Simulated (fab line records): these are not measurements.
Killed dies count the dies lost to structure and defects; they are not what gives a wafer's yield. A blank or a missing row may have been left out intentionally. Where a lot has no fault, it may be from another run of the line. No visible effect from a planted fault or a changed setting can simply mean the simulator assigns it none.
Lot-split experiment || flow n5 finfet || on a route of 1938 steps: 7 lots, 21 wafers read

== ON THE SPLIT ==
At N5_BEOL_M5_COAT_22 (resist thk 30 nm), the setting spin rpm was moved away from the recipe's 1500 rpm on 7 of the 21 wafers read, by -6.8% to +8.5%. For the rest of the wafers, this setting stayed at what the recipe calls for.

== FROM THE SPLIT TO THE READING: what the file shows between them, 3 steps ==
- N5_BEOL_M5_EBR_24
- N5_BEOL_M5_SOFTBAKE_23: time 60 s
- N5_BEOL_M5_DESCUM_33: chemistry O2, time 7 s

== THE READING ==
CAR-EUV_of_BEOL_M5_COAT_22.thk nm (the simulator's own value, which no gauge read), in nm, at N5_BEOL_M5_ETCH_75 (etches underlayer in N2/H2, target depth 6.5 nm, time 5.2 s). The file gives no usual value for it. Across the 14 wafers here that went through the recipe, the average is 20.3 nm and the standard deviation 0.099 nm.

{"wafer": "L078.2", "tool, chamber at the split": "litho track-02, 0", "spin rpm as run, rpm": 1500, "against the recipe": "recipe", "CAR-EUV_of_BEOL_M5_COAT_22.thk nm, nm": 20.4, "against lot-mates on the recipe": "-"}
{"wafer": "L078.3", "tool, chamber at the split": "litho track-02, 0", "spin rpm as run, rpm": 1500, "against the recipe": "recipe", "CAR-EUV_of_BEOL_M5_COAT_22.thk nm, nm": 20.4, "against lot-mates on the recipe": "-"}
{"wafer": "L078.5", "tool, chamber at the split": "litho track-02, 0", "spin rpm as run, rpm": 1500, "against the recipe": "recipe", "CAR-EUV_of_BEOL_M5_COAT_22.thk nm, nm": 20.2, "against lot-mates on the recipe": "-"}
{"wafer": "L081.1", "tool, chamber at the split": "litho track-04, 0", "spin rpm as run, rpm": 1398, "against the recipe": "-6.8%", "CAR-EUV_of_BEOL_M5_COAT_22.thk nm, nm": 21.4, "against lot-mates on the recipe": "+1.2"}
{"wafer": "L081.2", "tool, chamber at the split": "litho track-04, 0", "spin rpm as run, rpm": 1398, "against the recipe": "-6.8%", "CAR-EUV_of_BEOL_M5_COAT_22.thk nm, nm": 21.2, "against lot-mates on the recipe": "+1.0"}
{"wafer": "L081.4", "tool, chamber at the split": "litho track-04, 0", "spin rpm as run, rpm": 1500, "against the recipe": "recipe", "CAR-EUV_of_BEOL_M5_COAT_22.thk nm, nm": 20.2, "against lot-mates on the recipe": "-"}
{"wafer": "L084.1", "tool, chamber at the split": "litho track-02, 0", "spin rpm as run, rpm": 1436, "against the recipe": "-4.3%", "CAR-EUV_of_BEOL_M5_COAT_22.thk nm, nm": 21, "against lot-mates on the recipe": "+0.6"}
{"wafer": "L084.3", "tool, chamber at the split": "litho track-02, 0", "spin rpm as run, rpm": 1500, "against the recipe": "recipe", "CAR-EUV_of_BEOL_M5_COAT_22.thk nm, nm": 20.4, "against lot-mates on the recipe": "-"}
{"wafer": "L084.6", "tool, chamber at the split": "litho track-02, 0", "spin rpm as run, rpm": 1436, "against the recipe": "-4.3%", "CAR-EUV_of_BEOL_M5_COAT_22.thk nm, nm": 21.2, "against lot-mates on the recipe": "+0.8"}
{"wafer": "L087.1", "tool, chamber at the split": "litho track-04, 0", "spin rpm as run, rpm": 1500, "against the recipe": "recipe", "CAR-EUV_of_BEOL_M5_COAT_22.thk nm, nm": 20.2, "against lot-mates on the recipe": "-"}
{"wafer": "L087.3", "tool, chamber at the split": "litho track-04, 0", "spin rpm as run, rpm": 1500, "against the recipe": "recipe", "CAR-EUV_of_BEOL_M5_COAT_22.thk nm, nm": 20.2, "against lot-mates on the recipe": "-"}
{"wafer": "L087.4", "tool, chamber at the split": "litho track-04, 0", "spin rpm as run, rpm": 1500, "against the recipe": "recipe", "CAR-EUV_of_BEOL_M5_COAT_22.thk nm, nm": 20.2, "against lot-mates on the recipe": "-"}
{"wafer": "L090.1", "tool, chamber at the split": "litho track-02, 0", "spin rpm as run, rpm": 1543, "against the recipe": "+2.9%", "CAR-EUV_of_BEOL_M5_COAT_22.thk nm, nm": 20.2, "against lot-mates on the recipe": -0.2}
{"wafer": "L090.3", "tool, chamber at the split": "litho track-02, 0", "spin rpm as run, rpm": 1543, "against the recipe": "+2.9%", "CAR-EUV_of_BEOL_M5_COAT_22.thk nm, nm": 20.4, "against lot-mates on the recipe": "+0.0"}
{"wafer": "L090.5", "tool, chamber at the split": "litho track-02, 0", "spin rpm as run, rpm": 1500, "against the recipe": "recipe", "CAR-EUV_of_BEOL_M5_COAT_22.thk nm, nm": 20.4, "against lot-mates on the recipe": "-"}
{"wafer": "L094.3", "tool, chamber at the split": "litho track-02, 0", "spin rpm as run, rpm": 1500, "against the recipe": "recipe", "CAR-EUV_of_BEOL_M5_COAT_22.thk nm, nm": 20.2, "against lot-mates on the recipe": "-"}
{"wafer": "L094.5", "tool, chamber at the split": "litho track-02, 0", "spin rpm as run, rpm": 1628, "against the recipe": "+8.5%", "CAR-EUV_of_BEOL_M5_COAT_22.thk nm, nm": 19.2, "against lot-mates on the recipe": -1.0}
{"wafer": "L094.6", "tool, chamber at the split": "litho track-02, 0", "spin rpm as run, rpm": 1500, "against the recipe": "recipe", "CAR-EUV_of_BEOL_M5_COAT_22.thk nm, nm": 20.2, "against lot-mates on the recipe": "-"}
{"wafer": "L089.1", "tool, chamber at the split": "litho track-02, 0", "spin rpm as run, rpm": 1500, "against the recipe": "recipe", "CAR-EUV_of_BEOL_M5_COAT_22.thk nm, nm": 20.2, "against lot-mates on the recipe": "-"}
{"wafer": "L089.2", "tool, chamber at the split": "litho track-02, 0", "spin rpm as run, rpm": 1500, "against the recipe": "recipe", "CAR-EUV_of_BEOL_M5_COAT_22.thk nm, nm": 20.4, "against lot-mates on the recipe": "-"}
{"wafer": "L089.3", "tool, chamber at the split": "litho track-02, 0", "spin rpm as run, rpm": 1500, "against the recipe": "recipe", "CAR-EUV_of_BEOL_M5_COAT_22.thk nm, nm": 20.4, "against lot-mates on the recipe": "-"}

FIT RESULTS
A straight line over all 21 wafers: CAR-EUV_of_BEOL_M5_COAT_22.thk nm changes by -0.135 nm for each +1% of spin rpm; r = -0.94; the points scatter about the line by 0.17 nm.
The same after taking each lot's own level away (the mean of its wafers on the recipe; 21 wafers): -0.135 nm for each +1%; r = -0.96; scatter 0.13 nm.
According to that fit, moving spin rpm by its largest amount changes the reading by 1.2 nm.
The lots' own levels span 20.20 to 20.40 nm, that is 2.0 times the standard deviation above.
Consequently the slope shifts little with the lot-to-lot level, the two slopes agreeing.
Check: with one of the wafers moved furthest among these (+8.5%) left out of the fit, the line predicts -1.16 nm for it against its lot-mates. Against them it came out at -1 nm.

== FURTHER SPLITS ON THESE WAFERS ==
Note: prior to the reading, these wafers also went through further splits. Each is held against what the fit with the lots' levels taken away leaves over:
{"other split on the same wafers": "N5_BEOL_M0_SAQP_DESCUM_45 time s", "wafers away from the commonest value": 11, "r with CAR-EUV_of_BEOL_M5_COAT_22.thk nm (lot level and that fit taken away)": -0.24}
{"other split on the same wafers": "N5_BEOL_M3_EXPOSE_25 dose mj", "wafers away from the commonest value": 5, "r with CAR-EUV_of_BEOL_M5_COAT_22.thk nm (lot level and that fit taken away)": -0.35}
{"other split on the same wafers": "N5_BEOL_M3_ALD_98 ald cycles", "wafers away from the commonest value": 7, "r with CAR-EUV_of_BEOL_M5_COAT_22.thk nm (lot level and that fit taken away)": -0.34}
{"other split on the same wafers": "N5_BEOL_M3_ETCH_41 target depth a", "wafers away from the commonest value": 5, "r with CAR-EUV_of_BEOL_M5_COAT_22.thk nm (lot level and that fit taken away)": "+0.13"}
{"other split on the same wafers": "N5_BEOL_M4_ETCH_64 bias w", "wafers away from the commonest value": 10, "r with CAR-EUV_of_BEOL_M5_COAT_22.thk nm (lot level and that fit taken away)": "+0.18"}
{"other split on the same wafers": "N5_BEOL_M4_COAT_22 spin rpm", "wafers away from the commonest value": 11, "r with CAR-EUV_of_BEOL_M5_COAT_22.thk nm (lot level and that fit taken away)": -0.27}
{"other split on the same wafers": "N5_BEOL_M5_COAT_74 spin rpm", "wafers away from the commonest value": 7, "r with CAR-EUV_of_BEOL_M5_COAT_22.thk nm (lot level and that fit taken away)": "+0.60"}

== THE WHOLE CHAIN: every reading that the file lists as answering this split, in the file's order ==
{"step": "N5_BEOL_M5_COAT_22", "what it does": "resist thk 30 nm", "reading": "CAR-EUV_of_BEOL_M5_COAT_22.thk nm (the simulator's own value, which no gauge read)", "change (the file's fit)": "-0.142 nm for each +1% of the setting", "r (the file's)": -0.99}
{"step": "N5_BEOL_M5_DESCUM_33", "what it does": "chemistry O2, time 7 s", "reading": "CAR-EUV_of_BEOL_M5_COAT_22.thk nm (the simulator's own value, which no gauge read)", "change (the file's fit)": "-0.147 nm for each +1% of the setting", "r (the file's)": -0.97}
{"step": "N5_BEOL_M5_ETCH_75", "what it does": "etches underlayer in N2/H2, target depth 6.5 nm, time 5.2 s", "reading": "CAR-EUV_of_BEOL_M5_COAT_22.thk nm (the simulator's own value, which no gauge read)", "change (the file's fit)": "-0.133 nm for each +1% of the setting", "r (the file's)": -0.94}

== FILE'S OWN FIT ==
CAR-EUV_of_BEOL_M5_COAT_22.thk nm changes by -0.133 nm for each +1% of spin rpm, r = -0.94.
